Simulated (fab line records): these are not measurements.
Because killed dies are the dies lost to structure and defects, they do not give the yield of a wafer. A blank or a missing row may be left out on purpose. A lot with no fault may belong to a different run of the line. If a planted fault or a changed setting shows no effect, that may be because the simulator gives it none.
fab line records -- flow nand_harc
record: lots: 5, wafers: 14, last_day: 32
route steps=1302 shown P_M2@330 END@1302
lots that met no fault: from a run of the same line without faults
start_h: hours from the record's opening day to when the first of the lot's shown wafers began -- wait_h: hours since the lot's step before -- " same as the row above -- L1.1+2: several wafers, shown together as one row -- - either no value or no given start -- * or withheld: withheld -- < > ~ a bound
route shown NAME@n: NAME is a module with steps in the file, n the number in the route of the first one -- usual: the fault-free wafers' mean and standard deviation -- same: alike in all rows -- chamber/n: place in a boat -- sites: readings site by site -- _std_site: their standard deviation -- _edge_site: outer sites' mean less inner sites' -- radius_mm: how far each site lies from the wafer's centre -- mask NAME#n: copy n -- behind: the tool/chamber that last shaped the wafer -- hold: reason for holding the lot/hours on hold/outcome of the hold -- device: names the non-switching transistor (n, p or np) -- end of line: the route-end tests of the same wafers -- for a step that has no rows: nothing shown but its recipe -- killed: dies lost to structure and defects at the first sort, not the wafer's yield -- map: shows each die of a wafer: x if killed, . if not, _ if none is there
set.NAME: the setting the step ran with; set.NAME@STEP: the setting that earlier step ran with -- model.NAME: the simulator's own value behind a step, which no gauge read
certain route steps with their lots: each step a table, each wafer a row
services: a tool's chamber out of use, with start hour (start_h, from the record's first day; less than 0 if before it), hours out, and reason
== steps ==
step: NHARC_P_M2_INSPECT_11
usual: raw_defect_count: 4.9/3
lot.wafer,tool,chamber,start_h,wait_h,raw_defect_count
L963.1,defect_inspect-01,-,197.42,0.0,3
L963.4,defect_inspect-01,-,197.42,0.0,2
L963.6,defect_inspect-01,-,197.42,0.0,2
L967.3,defect_inspect-02,-,228.23,0.0,5
L967.4,defect_inspect-02,-,228.23,0.0,4
L967.5,defect_inspect-02,-,228.23,0.0,9
L970.2,defect_inspect-01,-,263.90,0.0,6
L970.4,defect_inspect-01,-,263.90,0.0,5
L970.5,defect_inspect-01,-,263.90,0.0,6
L974.1,defect_inspect-01,-,296.60,0.0,2
L974.3,defect_inspect-01,-,296.60,0.0,5
L974.5,defect_inspect-01,-,296.60,0.0,6
L978.1,defect_inspect-02,-,334.42,0.0,1
L978.3,defect_inspect-02,-,334.42,0.0,1
step: NHARC_P_M2_DESCUM_14
recipe: time_s: 3, o2_flow_sccm: 200, ar_flow_sccm: 0, bias_power_w: 0, chemistry: O2
step: NHARC_P_M2_ETCH_35
recipe: target_depth_a: 400, overetch_a: 120, time_s: 43.94, ion_energy_ev: 200, n2_flow_sccm: 150, h2_flow_sccm: 150, ar_flow_sccm: 0, rf_w: 400, bias_w: 150, chemistry: N2/H2
usual: chamber_pressure_mTorr: 30.00/0.03, drypump_motor_current_A: 6.1/0.54, n2_flow_sccm: 150.0/0.41, oes_product_au: 1.000/0.0084, rf_vpp_V: 430.8/2.3, showerhead_plenum_p_Torr: 2.05/0.077, throttle_valve_pct: 14.172/0.0091
lot.wafer,tool,chamber,start_h,wait_h,chamber_pressure_mTorr,drypump_motor_current_A,n2_flow_sccm,oes_product_au,rf_hours_counter_h,rf_vpp_V,showerhead_plenum_p_Torr,throttle_valve_pct
L963.1,rie_diel-11,2,197.57,0.1,30.01,5.5,150.1,1.012,5.4,429.4,2.00,14.175
L963.4,rie_diel-11,0,197.57,0.1,30.00,6.6,149.8,1.017,4.8,434.6,2.19,14.167
L963.6,rie_diel-11,2,197.57,0.1,30.01,5.5,150.1,1.007,-,429.0,2.00,14.162
L967.4,rie_diel-11,0,228.37,0.1,29.99,6.6,150.1,1.007,6.0,433.5,2.19,14.164
L967.3,rie_diel-11,1,228.37,0.1,29.97,5.9,150.3,0.997,6.1,427.3,1.94,14.172
L967.5,rie_diel-11,1,228.37,0.1,29.99,5.9,150.6,1.003,-,427.3,1.94,14.174
L970.2,rie_diel-12,3,264.05,0.1,30.01,5.1,150.3,1.003,12.5,428.5,2.02,14.165
L970.4,rie_diel-12,0,264.05,0.1,29.99,5.5,149.2,1.001,11.0,433.3,2.19,14.168
L970.5,rie_diel-12,1,264.05,0.1,29.97,5.9,150.0,0.995,-,430.8,2.05,14.177
L974.3,rie_diel-10,2,296.75,0.1,29.97,6.1,149.9,0.993,2.0,428.4,2.01,14.169
L974.1,rie_diel-10,3,296.75,0.1,29.99,6.2,150.3,1.001,1.7,432.9,2.10,14.173
L974.5,rie_diel-10,2,296.75,0.1,29.98,6.0,149.6,0.986,-,429.8,2.01,14.167
L978.1,rie_diel-11,3,334.59,0.1,29.98,6.4,150.3,1.004,4.2,431.1,2.05,14.170
L978.3,rie_diel-11,0,334.59,0.1,29.96,6.6,150.6,0.991,4.8,433.7,2.19,14.171
step: NHARC_P_M2_ETCH_15
recipe: target_depth_a: 1825, time_s: 91.2, c4f8_flow_sccm: withheld, ar_flow_sccm: 400, rf_w: 600, bias_w: 300, chemistry: C4F8/Ar
usual: chamber_pressure_mTorr: 24.999/0.025, oes_product_au: 0.943/0.023, rf_vpp_V: 441.2/2.4
lot.wafer,tool,chamber,start_h,wait_h,chamber_pressure_mTorr,oes_product_au,rf_hours_counter_h,rf_vpp_V
L963.4,rie_diel-11,2,-,-,25.043,0.971,5.4,440.0
L963.1,rie_diel-11,0,-,-,24.988,0.993,4.8,445.2
L963.6,rie_diel-11,2,-,-,24.991,0.974,-,440.0
L967.4,rie_diel-11,3,-,-,24.998,0.979,6.4,441.2
L967.3,rie_diel-11,0,-,-,25.014,0.956,6.0,443.0
L967.5,rie_diel-11,2,-,-,24.971,0.967,-,439.9
L970.4,rie_diel-12,1,-,-,24.992,0.955,9.5,440.8
L970.2,rie_diel-12,3,-,-,25.000,0.937,12.5,441.0
L970.5,rie_diel-12,1,-,-,24.992,0.955,-,441.8
L974.3,rie_diel-10,1,-,-,25.004,0.936,1.6,439.1
L974.1,rie_diel-10,3,-,-,25.014,0.928,1.8,442.4
L974.5,rie_diel-10,2,-,-,24.994,0.912,-,440.3
L978.3,rie_diel-11,0,-,-,25.041,0.953,4.8,445.5
L978.1,rie_diel-11,2,-,-,24.982,0.958,4.0,440.4
step: NHARC_P_M2_CD_MEAS_16
usual: cd_nm: 170.2/0.92
lot.wafer,tool,chamber,start_h,wait_h,cd_nm
L963.1,cd_sem-01,-,197.78,-,170.8
L963.4,cd_sem-01,-,197.78,-,170.6
L963.6,cd_sem-01,-,197.78,-,170.7
L967.3,cd_sem-01,-,228.60,-,169.4
L967.4,cd_sem-01,-,228.60,-,170.5
L967.5,cd_sem-01,-,228.60,-,169.7
L970.2,cd_sem-02,-,264.26,-,169.7
L970.4,cd_sem-02,-,264.26,-,171.6
L970.5,cd_sem-02,-,264.26,-,170.4
L974.1,cd_sem-03,-,296.97,-,171.5
L974.3,cd_sem-03,-,296.97,-,171.2
L974.5,cd_sem-03,-,296.97,-,170.9
L978.1,cd_sem-01,-,334.83,-,168.8
L978.3,cd_sem-01,-,334.83,-,169.2
step: NHARC_P_M2_STRIP_18
recipe: power_w: 1000, n2_flow_sccm: 150, h2_flow_sccm: 150, ar_flow_sccm: 0, bias_w: 0, chemistry: N2/H2
usual: chamber_pressure_mTorr: 30.001/0.027, drypump_motor_current_A: 5.9/0.64, n2_flow_sccm: 150.0/0.46, oes_product_au: 1.001/0.0094, rf_vpp_V: 90.9/0.94, showerhead_plenum_p_Torr: 2.06/0.072, throttle_valve_pct: 14.171/0.0091
lot.wafer,tool,chamber,start_h,wait_h,chamber_pressure_mTorr,drypump_motor_current_A,n2_flow_sccm,oes_product_au,rf_hours_counter_h,rf_vpp_V,showerhead_plenum_p_Torr,throttle_valve_pct
L963.4,rie_diel-12,3,197.88,0.1,29.970,5.1,150.0,1.006,6.5,91.5,2.02,14.159
L963.1,rie_diel-12,1,197.88,0.1,30.003,5.9,150.1,0.995,5.3,91.2,2.05,14.177
L963.6,rie_diel-12,3,197.88,0.1,30.028,5.1,150.9,1.003,-,90.8,2.02,14.169
L967.3,rie_diel-12,3,228.67,0.1,30.008,5.1,150.0,0.995,9.7,90.5,2.02,14.171
L967.5,rie_diel-12,0,228.67,0.1,29.995,5.5,149.7,1.008,-,90.1,2.19,14.172
L967.4,rie_diel-12,2,228.67,0.1,30.021,4.6,149.8,1.004,-,93.0,2.11,14.182
L970.2,rie_diel-10,2,264.36,0.1,29.960,6.1,149.7,0.975,0.5,89.7,2.01,14.157
L970.4,rie_diel-10,0,264.36,0.1,30.021,6.7,149.6,0.993,0.3,91.8,2.07,14.181
L970.5,rie_diel-10,2,264.36,0.1,30.000,6.1,150.0,0.989,-,90.9,2.01,14.161
L974.3,rie_diel-12,3,297.09,0.1,30.008,5.1,150.4,0.983,2.5,90.4,2.02,14.160
L974.1,rie_diel-12,0,297.09,0.1,29.987,5.5,150.3,1.007,1.6,91.8,2.19,14.182
L974.5,rie_diel-12,1,297.09,0.1,30.058,5.9,149.9,0.998,-,90.4,2.05,14.187
L978.1,rie_diel-12,2,334.93,0.1,29.990,4.6,149.7,1.012,4.4,90.3,2.11,14.167
L978.3,rie_diel-12,0,334.93,0.1,30.030,5.5,150.4,1.008,3.2,92.4,2.19,14.169
step: NHARC_P_M2_ETCH_28
recipe: target_depth_a: 300, over_etch_frac: 0.3, time_s: 72.99, ion_energy_ev: 150, cf4_flow_sccm: 50, n2_flow_sccm: 100, ar_flow_sccm: 150, rf_w: 300, bias_w: 100, chemistry: CF4/N2
usual: chamber_pressure_mTorr: 30.000/0.026, drypump_motor_current_A: 5.9/0.63, n2_flow_sccm: 99.99/0.3, oes_product_au: 1.000/0.0097, rf_vpp_V: 314.7/1.6, showerhead_plenum_p_Torr: 2.65/0.091, throttle_valve_pct: 19.794/0.0092
lot.wafer,tool,chamber,start_h,wait_h,chamber_pressure_mTorr,drypump_motor_current_A,n2_flow_sccm,oes_product_au,rf_hours_counter_h,rf_vpp_V,showerhead_plenum_p_Torr,throttle_valve_pct
L963.4,rie_diel-12,3,-,-,30.013,5.2,99.94,1.014,6.6,314.2,2.60,19.786
L963.1,rie_diel-12,2,-,-,29.984,4.7,100.14,0.999,7.0,314.1,2.71,19.808
L963.6,rie_diel-12,3,-,-,29.988,5.1,99.86,1.003,-,313.9,2.60,19.785
L967.3,rie_diel-12,3,-,-,30.008,5.1,100.16,1.006,9.8,314.5,2.60,19.805
L967.5,rie_diel-12,0,-,-,29.965,5.5,99.97,1.008,-,318.8,2.80,19.800
L967.4,rie_diel-12,2,-,-,29.999,4.6,99.69,1.002,-,315.0,2.71,19.792
L970.4,rie_diel-10,1,-,-,29.937,6.4,99.65,1.002,0.5,312.6,2.56,19.799
L970.2,rie_diel-10,2,-,-,29.975,6.1,99.97,0.982,0.5,312.8,2.59,19.787
L970.5,rie_diel-10,0,-,-,30.008,6.7,100.50,0.983,-,314.3,2.66,19.789
L974.1,rie_diel-12,3,-,-,29.938,5.1,99.86,0.986,2.5,313.8,2.60,19.793
L974.3,rie_diel-12,0,-,-,29.990,5.5,99.53,1.009,1.6,317.3,2.80,19.790
L974.5,rie_diel-12,2,-,-,29.976,4.6,100.07,1.015,-,314.7,2.71,19.770
L978.1,rie_diel-12,1,-,-,29.960,5.9,99.76,1.002,4.6,314.0,2.64,19.782
L978.3,rie_diel-12,2,-,-,29.995,4.7,100.11,1.001,4.5,313.8,2.71,19.804
step: NHARC_P_M2_STRIP_19
recipe: time_s: 600, temp_c: 30, chemistry: post_etch_residue_remover
step: NHARC_P_M2_DEGAS_29
recipe: temp_c: 250, time_s: 60
step: NHARC_P_M2_PRE_CLEAN_30
recipe: time_s: 30, temp_c: 280, gas: H2/He
step: NHARC_P_M2_PVD_20
recipe: target_thk_a: 50, bias_v: 168.6, power_w: 15000, chamber_pressure_pa: 0.12, time_s: 8.06, substrate_temp_c: 50, material: TaN
step: NHARC_P_M2_PVD_21
recipe: target_thk_a: 300, chamber_pressure_pa: 5, power_w: 5000, substrate_temp_c: 30, time_s: 20.49, material: Cu
usual: throttle_valve_pct: 29.9/0.93
lot.wafer,tool,chamber,start_h,wait_h,throttle_valve_pct
L963.1,pvd_sputter-03,-,-,-,29.5
L963.4,pvd_sputter-03,-,-,-,29.1
L963.6,pvd_sputter-03,-,-,-,29.2
L967.3,pvd_sputter-02,-,-,-,27.8
L967.4,pvd_sputter-02,-,-,-,30.5
L967.5,pvd_sputter-02,-,-,-,28.1
L970.2,pvd_sputter-01,-,-,-,30.1
L970.4,pvd_sputter-01,-,-,-,29.8
L970.5,pvd_sputter-01,-,-,-,30.3
L974.1,pvd_sputter-01,-,-,-,29.9
L974.3,pvd_sputter-01,-,-,-,30.0
L974.5,pvd_sputter-01,-,-,-,30.4
L978.3,pvd_sputter-01,-,-,-,31.0
L978.1,pvd_sputter-01,-,-,-,30.2
step: NHARC_P_M2_ECD_22
recipe: target_thk_a: 4000, bath_temp_c: 25, material: Cu
lot.wafer,tool,chamber,start_h,wait_h
L963.1+4+6,ecd_cu-01,"1,0,1",199.32,-
L967.4+3+5,ecd_cu-01,"0,1,1",229.84,-
L970.2+4+5,ecd_cu-02,"0,0,1",265.38,-
L974.1+3+5,ecd_cu-02,"0,1,1",298.09,-
L978.1+3,ecd_cu-01,"1,0",335.90,-
step: NHARC_P_M2_ANNEAL_31
recipe: temp_c: 225, time_s: 90
step: NHARC_P_M2_CMP_23
recipe: t_overpolish_s: 20, target_thk_nm: 144.3
usual: motor_current_A: 11.7/1, slurry_filter_dp_kPa: 13.51/0.14, slurry_flow_ml_min: 150.0/0.42, time_to_endpoint_s: 28.6/2.8
same: t_overpolish_s: 20
lot.wafer,tool,chamber,start_h,wait_h,motor_current_A,slurry_filter_dp_kPa,slurry_flow_ml_min,time_to_endpoint_s
L963.4,cmp-02,3,200.02,-,12.3,13.46,149.3,28.1
L963.1,cmp-02,0,200.02,-,14.0,13.56,150.1,27.9
L963.6,cmp-02,3,200.02,-,12.0,13.78,149.8,28.2
L967.4,cmp-03,0,230.49,-,11.2,13.51,149.3,27.0
L967.3,cmp-03,1,230.49,-,11.0,13.52,150.1,29.8
L967.5,cmp-03,0,230.49,-,11.1,13.60,150.3,30.8
L970.2,cmp-02,1,266.14,-,12.1,13.44,150.1,27.8
L970.4,cmp-02,2,266.14,-,11.4,13.73,150.3,31.3
L970.5,cmp-02,3,266.14,-,12.3,13.45,149.7,28.1
L974.3,cmp-02,0,298.77,-,13.2,13.56,150.6,30.8
L974.1,cmp-02,1,298.77,-,12.9,13.33,149.9,31.5
L974.5,cmp-02,1,298.77,-,11.4,13.41,149.4,28.0
L978.1,cmp-02,2,336.62,-,12.0,13.25,150.3,62.1
L978.3,cmp-02,3,336.62,-,12.2,13.37,150.5,56.3
step: NHARC_P_M2_THK_MEAS_24
recipe: thk_meas_gauge: xrf
usual: thk_nm: 144.4/1.5
lot.wafer,tool,chamber,start_h,wait_h,thk_nm
L963.1,film_metro-02,-,200.31,-,145.0
L963.4,film_metro-02,-,200.31,-,141.8
L963.6,film_metro-02,-,200.31,-,142.4
L967.3,film_metro-01,-,230.78,-,143.9
L967.4,film_metro-01,-,230.78,-,146.1
L967.5,film_metro-01,-,230.78,-,141.8
L970.2,film_metro-01,-,266.39,-,144.8
L970.4,film_metro-01,-,266.39,-,146.6
L970.5,film_metro-01,-,266.39,-,147.4
L974.1,film_metro-01,-,299.08,-,144.4
L974.3,film_metro-01,-,299.08,-,146.3
L974.5,film_metro-01,-,299.08,-,144.9
L978.1,film_metro-02,-,336.93,-,146.8
L978.3,film_metro-02,-,336.93,-,144.8
step: NHARC_END_SORT_01
recipe: temp_c: 25
usual: defect_limited_yield: 91/3.5, killed_at_array: 59/24, killed_at_other: 0.7/1.2, killed_at_periphery: 3.5/2.6, killed_dies: 63/24, killed_open: 3.2/2.1, killed_short: 2.4/1.5
same: gross_dies: 677
lot.wafer,tool,chamber,start_h,wait_h,defect_limited_yield[%],killed_at_array,killed_at_other,killed_at_periphery,killed_dies,killed_open,killed_short
L970.2,prober-02,0,693.81,2.8,95,27,1,5,33,4,2
L970.4,prober-02,0,695.43,3.5,95,32,0,2,34,2,2
L970.5,prober-02,0,696.25,3.8,95,27,2,5,34,1,1
killed by level:class
L970.2 A_CHANNEL_HOLE_D1:chamber_film_flake=11 A_CONTACT:chamber_film_flake=8 P_GATE:chamber_film_flake=3 A_SLIT:chamber_film_flake=3 A_SGD_CUT:geometric_particle:open=2 P_CONTACT:geometric_particle:open=1 A_CONTACT:geometric_particle:open=1 A_M0:geometric_particle:short=1
L970.4 A_CHANNEL_HOLE_D1:chamber_film_flake=12 A_CONTACT:chamber_film_flake=10 A_SLIT:chamber_film_flake=3 P_GATE:chamber_film_flake=2 A_STAIRCASE:chamber_film_flake=2 A_ONON_D1:geometric_particle:open=1 A_ONON_D1:geometric_particle:short=1 A_M0:geometric_particle:open=1
L970.5 A_CONTACT:chamber_film_flake=10 A_CHANNEL_HOLE_D1:chamber_film_flake=9 A_STAIRCASE:chamber_film_flake=3 P_GATE:chamber_film_flake=2 A_SLIT:chamber_film_flake=2 THIN_TSV:chamber_film_flake=2 A_ONON_D2:geometric_particle:open=1 A_CONTACT:geometric_particle:short=1
== services ==
tool,chamber,start_h,hours,kind
pvd_sputter-02,-,182.78,3.9,repair
pvd_sputter-02,-,187.20,6.1,repair
ecd_cu-01,-,196.67,0.7,repair
rie_diel-12,1,221.23,14.2,repair
cmp-02,-,223.10,3.2,repair
pvd_sputter-03,-,225.75,2.8,repair
pvd_sputter-01,-,228.92,10.0,pm
rie_diel-11,1,229.66,18.1,repair
ecd_cu-01,-,230.16,1.7,repair
ecd_cu-01,-,235.89,1.0,repair
rie_diel-10,0,236.69,1.6,repair
rie_diel-12,2,239.03,2.4,repair
cmp-02,-,239.89,4.0,pm
rie_diel-10,-,242.50,9.0,pm
ecd_cu-02,-,244.00,8.0,pm
rie_diel-12,-,255.44,1.1,repair
rie_diel-11,-,255.50,9.0,pm
rie_diel-10,3,255.71,3.9,repair
cmp-03,-,260.00,4.0,pm
rie_diel-12,-,268.40,9.0,pm
rie_diel-12,0,290.39,2.9,repair
pvd_sputter-01,-,320.58,4.4,repair
rie_diel-11,1,324.10,30.2,repair
ecd_cu-01,-,336.26,8.0,pm
== key ==
first_sign: step: NHARC_P_M2_CMP_23, reading: time_to_endpoint_s, direction: up, sigmas: 11, usual: *, struck: *
effect none on later readings
met_at NHARC_P_M2_ECD_22
struck_wafers L978.1,L978.3
onset_between 229.84 335.90
also_fits time
fault: kind: process_parameter_drift, tool: ecd_cu-01, chamber: -, onset_h: 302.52, steps: NHARC_P_M2_ECD_22, channel: target_thk_a, offset: *, shape: step, end_h: 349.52, scope: struck_wafers_only, acts_in: *, stated: *
